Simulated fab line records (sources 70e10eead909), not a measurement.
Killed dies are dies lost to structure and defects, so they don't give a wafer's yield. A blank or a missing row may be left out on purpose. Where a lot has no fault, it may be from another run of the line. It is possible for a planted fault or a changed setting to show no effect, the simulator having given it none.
Which tool did it? / flow nand harc / Sampling: 24 lots, 72 wafers, 2 of 1302 route steps

== WHAT THE GAUGES SHOWED, per wafer ==
NHARC_P_GATE_CD_MEAS_46 targets a cd of 720 nm. Usual: cd nm 719.6 nm, standard deviation 1.4.
lot=L074; measured=day 5 09:53; on=cd sem-03; cd nm (nm)=718.0 719.2 719.9; flag=
lot=L075; measured=day 6 00:35; on=cd sem-01; cd nm (nm)=719.4 721.1 719.4; flag=
lot=L076; measured=day 6 16:01; on=cd sem-02; cd nm (nm)=717.0 717.0 716.6; flag=
lot=L077; measured=day 6 15:16; on=cd sem-02; cd nm (nm)=719.7 720.9 720.5; flag=
lot=L078; measured=day 7 08:02; on=cd sem-03; cd nm (nm)=722.3 723.7 720.9; flag=
lot=L079; measured=day 7 14:38; on=cd sem-03; cd nm (nm)=722.8 721.8 719.9; flag=
lot=L080; measured=day 8 03:24; on=cd sem-02; cd nm (nm)=718.8 719.2 718.3; flag=
lot=L081; measured=day 8 10:02; on=cd sem-03; cd nm (nm)=719.4 718.8 718.3; flag=
lot=L082; measured=day 9 04:31; on=cd sem-02; cd nm (nm)=720.3 722.1 720.0; flag=
lot=L083; measured=day 9 03:34; on=cd sem-02; cd nm (nm)=719.4 718.7 719.4; flag=
lot=L084; measured=day 10 01:29; on=cd sem-01; cd nm (nm)=721.6 720.2 720.4; flag=
lot=L085; measured=day 10 05:29; on=cd sem-02; cd nm (nm)=718.3 717.9 717.5; flag=
lot=L086; measured=day 11 13:26; on=cd sem-02; cd nm (nm)=721.8 720.5 721.5; flag=
lot=L087; measured=day 11 19:56; on=cd sem-02; cd nm (nm)=719.1 718.5 720.2; flag=
lot=L088; measured=day 11 14:52; on=cd sem-03; cd nm (nm)=719.3 718.2 719.9; flag=
lot=L089; measured=day 11 14:06; on=cd sem-02; cd nm (nm)=720.6 719.8 721.3; flag=
lot=L090; measured=day 12 15:35; on=cd sem-02; cd nm (nm)=719.8 718.5 718.1; flag=
lot=L091; measured=day 12 17:26; on=cd sem-02; cd nm (nm)=718.0 719.6 720.7; flag=
lot=L092; measured=day 13 06:43; on=cd sem-01; cd nm (nm)=717.6 718.0 720.1; flag=
lot=L093; measured=day 13 18:34; on=cd sem-02; cd nm (nm)=719.8 720.3 722.1; flag=
lot=L094; measured=day 14 05:37; on=cd sem-03; cd nm (nm)=718.5 717.5 717.6; flag=
lot=L095; measured=day 14 14:23; on=cd sem-02; cd nm (nm)=717.9 719.2 719.7; flag=
lot=L096; measured=day 14 13:37; on=cd sem-03; cd nm (nm)=719.6 719.9 719.1; flag=
lot=L097; measured=day 14 23:52; on=cd sem-01; cd nm (nm)=717.9 717.5 718.7; flag=

== WHAT TOOL EACH LOT RAN ON (gives the tool, then ch and the chambers of the sampled wafers, and finally the start) ==
lot=L074; NHARC_P_STI_ETCH_15=rie si-06 ch 1,2,3, day 2 19:40
lot=L075; NHARC_P_STI_ETCH_15=rie si-04 ch 0,1,3, day 3 05:53
lot=L076; NHARC_P_STI_ETCH_15=rie si-06 ch 0,1,3, day 3 17:52
lot=L077; NHARC_P_STI_ETCH_15=rie si-04 ch 0,3, day 4 02:18
lot=L078; NHARC_P_STI_ETCH_15=rie si-04 ch 1,3, day 4 13:05
lot=L079; NHARC_P_STI_ETCH_15=rie si-06 ch 0,1,3, day 4 22:58
lot=L080; NHARC_P_STI_ETCH_15=rie si-01 ch 0,1,3, day 5 10:44
lot=L081; NHARC_P_STI_ETCH_15=rie si-01 ch 0,1,2, day 5 17:35
lot=L082; NHARC_P_STI_ETCH_15=rie si-01 ch 0,3, day 6 04:44
lot=L083; NHARC_P_STI_ETCH_15=rie si-04 ch 0,1,3, day 6 12:40
lot=L084; NHARC_P_STI_ETCH_15=rie si-04 ch 0,1,2, day 7 02:16
lot=L085; NHARC_P_STI_ETCH_15=rie si-04 ch 0,1,2, day 7 12:58
lot=L086; NHARC_P_STI_ETCH_15=rie si-04 ch 0,1,3, day 8 12:11
lot=L087; NHARC_P_STI_ETCH_15=rie si-06 ch 0,2,3, day 8 12:19
lot=L088; NHARC_P_STI_ETCH_15=rie si-01 ch 0,2, day 8 12:29
lot=L089; NHARC_P_STI_ETCH_15=rie si-04 ch 0,1,2, day 9 02:47
lot=L090; NHARC_P_STI_ETCH_15=rie si-01 ch 2,3, day 9 14:24
lot=L091; NHARC_P_STI_ETCH_15=rie si-06 ch 1,2,3, day 9 22:49
lot=L092; NHARC_P_STI_ETCH_15=rie si-04 ch 0,1, day 10 10:04
lot=L093; NHARC_P_STI_ETCH_15=rie si-01 ch 1,2,3, day 10 21:01
lot=L094; NHARC_P_STI_ETCH_15=rie si-06 ch 0,1,3, day 11 09:35
lot=L095; NHARC_P_STI_ETCH_15=rie si-04 ch 0,2,3, day 11 17:58
lot=L096; NHARC_P_STI_ETCH_15=rie si-01 ch 0,2, day 11 22:43
lot=L097; NHARC_P_STI_ETCH_15=rie si-06 ch 0,1, day 12 08:31
- NHARC_P_STI_ETCH_15: etches the open film in HBr/Cl2, target depth 300 nm, time 100.1 s.

== WHAT THE TOOLS THEMSELVES READ (means of the sampled wafers that have a number; where no wafer has one, the mark that the record gives instead) ==
NHARC_P_STI_ETCH_15. Usual: drypump motor current A 5.6 A, standard deviation 0.52; oes product au 1.000 a.u., standard deviation 0.0085; throttle valve pct 26.406 %, standard deviation 0.0096.
lot=L074; tool=rie si-06; drypump motor current A (A)=5.9; oes product au (a.u.)=1.001; throttle valve pct (%)=26.416; flag=
lot=L075; tool=rie si-04; drypump motor current A (A)=5.5; oes product au (a.u.)=1.003; throttle valve pct (%)=26.406; flag=
lot=L076; tool=rie si-06; drypump motor current A (A)=5.7; oes product au (a.u.)=1.002; throttle valve pct (%)=26.403; flag=
lot=L077; tool=rie si-04; drypump motor current A (A)=5.8; oes product au (a.u.)=1.002; throttle valve pct (%)=26.416; flag=
lot=L078; tool=rie si-04; drypump motor current A (A)=5.3; oes product au (a.u.)=1.007; throttle valve pct (%)=26.408; flag=
lot=L079; tool=rie si-06; drypump motor current A (A)=5.7; oes product au (a.u.)=0.997; throttle valve pct (%)=26.405; flag=
lot=L080; tool=rie si-01; drypump motor current A (A)=5.7; oes product au (a.u.)=0.998; throttle valve pct (%)=26.411; flag=
lot=L081; tool=rie si-01; drypump motor current A (A)=6.2; oes product au (a.u.)=1.001; throttle valve pct (%)=26.409; flag=
lot=L082; tool=rie si-01; drypump motor current A (A)=5.5; oes product au (a.u.)=1.005; throttle valve pct (%)=26.410; flag=
lot=L083; tool=rie si-04; drypump motor current A (A)=5.6; oes product au (a.u.)=1.004; throttle valve pct (%)=26.390; flag=
lot=L084; tool=rie si-04; drypump motor current A (A)=5.3; oes product au (a.u.)=1.006; throttle valve pct (%)=26.409; flag=
lot=L085; tool=rie si-04; drypump motor current A (A)=5.3; oes product au (a.u.)=1.015; throttle valve pct (%)=26.405; flag=
lot=L086; tool=rie si-04; drypump motor current A (A)=5.6; oes product au (a.u.)=1.003; throttle valve pct (%)=26.409; flag=
lot=L087; tool=rie si-06; drypump motor current A (A)=5.4; oes product au (a.u.)=1.001; throttle valve pct (%)=26.409; flag=
lot=L088; tool=rie si-01; drypump motor current A (A)=6.4; oes product au (a.u.)=1.000; throttle valve pct (%)=26.410; flag=
lot=L089; tool=rie si-04; drypump motor current A (A)=5.3; oes product au (a.u.)=1.004; throttle valve pct (%)=26.403; flag=
lot=L090; tool=rie si-01; drypump motor current A (A)=5.6; oes product au (a.u.)=1.002; throttle valve pct (%)=26.409; flag=
lot=L091; tool=rie si-06; drypump motor current A (A)=5.9; oes product au (a.u.)=1.002; throttle valve pct (%)=26.401; flag=
lot=L092; tool=rie si-04; drypump motor current A (A)=5.4; oes product au (a.u.)=1.002; throttle valve pct (%)=26.404; flag=
lot=L093; tool=rie si-01; drypump motor current A (A)=5.8; oes product au (a.u.)=0.996; throttle valve pct (%)=26.410; flag=
lot=L094; tool=rie si-06; drypump motor current A (A)=5.7; oes product au (a.u.)=0.995; throttle valve pct (%)=26.404; flag=
lot=L095; tool=rie si-04; drypump motor current A (A)=5.5; oes product au (a.u.)=1.000; throttle valve pct (%)=26.411; flag=
lot=L096; tool=rie si-01; drypump motor current A (A)=6.3; oes product au (a.u.)=0.988; throttle valve pct (%)=26.409; flag=
lot=L097; tool=rie si-06; drypump motor current A (A)=5.7; oes product au (a.u.)=0.999; throttle valve pct (%)=26.408; flag=

== THE ANSWER, worked out from the rows above alone ==
Rule: lot off if the mean of its wafers having a number is beyond 3 standard deviations from the usual mean. A lot without any number at a reading at which 4 lots or more have one is off too. The other lots that the step has rows for count as sound. Order of review: gauges by route order, followed by the tools' own readings, for which a lot's mean as printed above is used. At the first step where some lot is off, the reading lying furthest off is the one used; lots without a number count as furthest.
Nothing can be told from this: no lot is off at any reading shown.

== WHAT THE SIMULATOR HAD INSERTED ==
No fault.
